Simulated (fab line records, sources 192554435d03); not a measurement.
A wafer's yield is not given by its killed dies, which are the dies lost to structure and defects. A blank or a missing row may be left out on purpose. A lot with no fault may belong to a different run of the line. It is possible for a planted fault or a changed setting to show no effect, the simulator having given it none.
Chamber matching :: flow n5_finfet :: 4 sister chambers for N5_MIM_BOT_ETCH_ETCH_04 on rie_diel-04
The step etches SiNx in CF4/O2, target depth 26 nm, time 13 s. 4 wafers are shown with their chamber, then 7 later ones without.

== WAFERS, EACH WITH ITS CHAMBER ==
wafer: L620.1
chamber: 3
showerhead_plenum_p_Torr (Torr): 2.19

wafer: L630.6
chamber: 2
showerhead_plenum_p_Torr (Torr): 2.18

wafer: L635.1
chamber: 0
showerhead_plenum_p_Torr (Torr): 2.25

wafer: L635.2
chamber: 1
showerhead_plenum_p_Torr (Torr): 2.24

== WAFERS MISSING THEIR CHAMBER ==
wafer: L635.6
showerhead_plenum_p_Torr (Torr): 2.24

wafer: L638.1
showerhead_plenum_p_Torr (Torr): 2.24

wafer: L638.4
showerhead_plenum_p_Torr (Torr): 2.24

wafer: L638.6
showerhead_plenum_p_Torr (Torr): 2.17

wafer: L640.3
showerhead_plenum_p_Torr (Torr): 2.24

wafer: L640.4
showerhead_plenum_p_Torr (Torr): 2.24

wafer: L640.6
showerhead_plenum_p_Torr (Torr): 2.17

== THE CHAMBER EACH PASSED THROUGH ==
wafer: L635.6
from the rows above: can't be placed: 1 or 0
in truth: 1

wafer: L638.1
from the rows above: can't be placed: 1 or 0
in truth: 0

wafer: L638.4
from the rows above: can't be placed: 1 or 0
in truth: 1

wafer: L638.6
from the rows above: can't be placed: 2 or 3
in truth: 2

wafer: L640.3
from the rows above: can't be placed: 1 or 0
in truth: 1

wafer: L640.4
from the rows above: can't be placed: 1 or 0
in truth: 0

wafer: L640.6
from the rows above: can't be placed: 2 or 3
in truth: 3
Correctly placed: 0 of 7. These rows do not allow placing 7 (true chamber among the candidates in 7). Wrongly placed: 0.
How it was worked out, from the rows above alone: a wafer's distance from a chamber is the root of the sum, over the readings, of the square of ((its reading less the chamber's mean) divided by the reading's scatter). If the next closest chamber is less than 2 further off than the closest, the wafer can't be placed; otherwise it belongs to the closest. A chamber's mean is the mean of its shown wafers. The scatter: with one shown wafer a chamber, the root of the mean of the squares of how far each hidden wafer lies from its nearest shown one.
